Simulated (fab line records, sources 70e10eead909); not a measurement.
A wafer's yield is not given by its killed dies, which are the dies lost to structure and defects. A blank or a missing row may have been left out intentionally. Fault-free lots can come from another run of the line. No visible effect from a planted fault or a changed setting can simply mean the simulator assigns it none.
Struck lot and sound lot, side by side -- flow nand_harc -- 15 steps out of a route of 1302
Sound: wafers L123.1, L123.5, L123.6. Struck: wafer L125.1 (L125.2, L125.4, from the same lot, were not struck and are left out); the cause is given at the end.
For every step that has rows: the tool of each side, followed by ch and its chambers, followed by its first start. Under that, the readings that differ: sound wafers -- struck wafers -- difference of the means -- sigmas: that difference in standard deviations of wafers without a fault.
alike: readings with means less than 2 such deviations apart, plus words and numbers identical on both sides. not compared: withheld readings, readings lacking a value on some wafer, bounds such as >300 that could conceal the same value, and numbers that have no deviation in the record and whose values overlap.
Wherever a step has rows on one side only, a row that says differs or no value, or a row with sigmas, the two part there. Non-overlapping numbers with no deviation appear without sigmas and do not part them. Lack of a reading on every wafer of one side parts them only where that side has two or more wafers.

NHARC_A_CONTACT_ETCH_128: etches the open film in C4F8/O2/Ar, time 197 s, target depth 1918 nm.
  sound on har_cap_etch-02 ch 0,1, day 23 10:58; struck on har_cap_etch-01 ch 0, day 24 19:17
  not compared: rf_hours_counter_h, run_length_s
NHARC_A_CONTACT_ETCH_129: etches the open film in C4F8/O2/Ar, time 197 s, target depth 1918 nm.
  sound on har_cap_etch-02 ch 0,1, day 23 11:08; struck on har_cap_etch-01 ch 0, day 24 19:28
  not compared: rf_hours_counter_h, run_length_s
then, 2 steps without rows for these wafers: NHARC_A_CONTACT_ETCH_130 (etches the open film in C4F8/O2/Ar, time 197 s, target depth 1918 nm); NHARC_A_CONTACT_ETCH_131 (etches the open film in C4F8/O2/Ar, time 197 s, target depth 1918 nm).
NHARC_A_CONTACT_ETCH_132: etches the open film in C4F8/O2/Ar, time 197 s, target depth 1924 nm.
  sound on har_cap_etch-02 ch 0,1, day 23 11:40; struck on har_cap_etch-01 ch 0, day 24 20:00
  not compared: rf_hours_counter_h, run_length_s
then, 1 step without rows for these wafers: NHARC_A_CONTACT_ETCH_133 (etches the open film in C4F8/O2/Ar, time 374 s, target depth 1610 nm).
NHARC_A_CONTACT_ETCH_91: etches the open film in CH3F/O2, target depth 40 nm, time 85.7 s.
  sound on rie_diel-12 ch 0,1,2, day 23 12:40; struck on rie_diel-12 ch 0, day 24 20:58
reading,sound,struck,difference,sigmas
mfc_ar_sccm (sccm),200.3 200.8 199.6,198.9,-1.3,-2
  alike: drypump_motor_current_A, oes_product_au, rf_vpp_V, run_length_s, showerhead_plenum_p_Torr, throttle_valve_pct
  not compared: rf_hours_counter_h
NHARC_A_CONTACT_ETCH_97: etches the open film in C4F6/O2, target depth 20 nm, time 10 s.
  sound on rie_diel-12 ch 0,1; struck on rie_diel-12 ch 0
reading,sound,struck,difference,sigmas
run_length_s (s),30.6 31.2 30.6,31.6,+0.8,+2
throttle_valve_pct (%),26.907 26.901 26.892,26.927,+0.027,+3
  alike: drypump_motor_current_A, mfc_ar_sccm, oes_product_au, rf_vpp_V, showerhead_plenum_p_Torr
  not compared: rf_hours_counter_h
NHARC_A_CONTACT_CD_MEAS_80:
  sound on cd_sem-03 at day 23 12:51; struck on cd_sem-01 at day 24 21:11
  alike: cd_nm
then, 3 steps without rows for these wafers: NHARC_A_CONTACT_STRIP_103 (strips in N2/H2); NHARC_A_CONTACT_STRIP_104 (strips in CF4/CHF3); NHARC_A_CONTACT_STRIP_105 (strips in O2/COS).
NHARC_A_CONTACT_ETCH_106: etches the open film in CF4/O2, target depth 90 nm, overetch 9 nm, time 49.5 s.
  sound on rie_diel-12 ch 0,1, day 23 13:08; struck on rie_diel-12 ch 3, day 24 21:46
reading,sound,struck,difference,sigmas
run_length_s (s),71.1 70.9 71.4,66.6,-4.5,-11
  alike: drypump_motor_current_A, mfc_ar_sccm, oes_product_au, rf_vpp_V, showerhead_plenum_p_Torr, throttle_valve_pct
  not compared: rf_hours_counter_h
then, 1 step without rows for these wafers: NHARC_A_CONTACT_STRIP_82 (strips in O2).
-- break in the record here, with 2 days between the starts of the struck wafers on either side (left off in module A_CONTACT, picked up again in module END, where the first step shown is number 1302 on the route) --
NHARC_END_SORT_01:
  at this point the record logs the struck wafers (prober-01 ch 0, day 27 03:03) and has no rows for the sound ones

WHERE THEY PART
First at NHARC_A_CONTACT_ETCH_91; last, within this record, at NHARC_END_SORT_01.

WHY: what the simulator had put in
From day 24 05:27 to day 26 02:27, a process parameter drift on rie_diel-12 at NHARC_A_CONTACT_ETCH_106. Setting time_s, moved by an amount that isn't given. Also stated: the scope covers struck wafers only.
